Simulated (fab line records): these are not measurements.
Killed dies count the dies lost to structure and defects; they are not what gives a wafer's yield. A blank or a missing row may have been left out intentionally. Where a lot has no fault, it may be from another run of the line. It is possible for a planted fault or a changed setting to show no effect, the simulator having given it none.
Chamber matching | flow n5Finfet | 4 sister chambers for N5_BEOL_M4_ETCH_63 on rieDiel-01
The step etches SiARC in CF4, target depth 15.6 nm, time 26 s. 4 wafers are shown with their chamber, then 10 later ones without.

## EACH WAFER AND ITS CHAMBER
wafer  | chamber | showerheadPlenumPTorr (Torr)
L078.6 | 2       | 2.27
L084.4 | 1       | 2.07
L088.1 | 0       | 2.19
L088.2 | 3       | 2.23

## WAFERS MISSING THEIR CHAMBER
wafer  | showerheadPlenumPTorr (Torr)
L088.3 | 2.07
L090.1 | 2.26
L090.2 | 2.18
L090.5 | 2.06
L092.1 | 2.18
L092.3 | 2.06
L092.6 | 2.18
L096.1 | 2.06
L096.3 | 2.18
L096.5 | 2.18

## WHICH CHAMBER EACH ONE RAN IN
wafer  | from the rows above | in truth
L088.3 | 1                   | 1
L090.1 | 2                   | 2
L090.2 | 0                   | 0
L090.5 | 1                   | 1
L092.1 | 0                   | 0
L092.3 | 1                   | 1
L092.6 | 0                   | 0
L096.1 | 1                   | 1
L096.3 | 0                   | 0
L096.5 | 0                   | 0
Placed correctly: 10 of 10. Number that these rows cannot place: 0. Number placed wrongly: 0.
How it was worked out, from the rows above alone: a wafer's distance from a chamber is the root of the sum, over the readings, of the square of ((its reading less the chamber's mean) divided by the reading's scatter). The wafer belongs to the nearest chamber; if the next one is less than 2 further off, it can't be placed. Each chamber's mean is taken over the wafers shown for it. The scatter: root of mean squared gap, hidden wafer to nearest shown wafer, with one shown wafer a chamber.
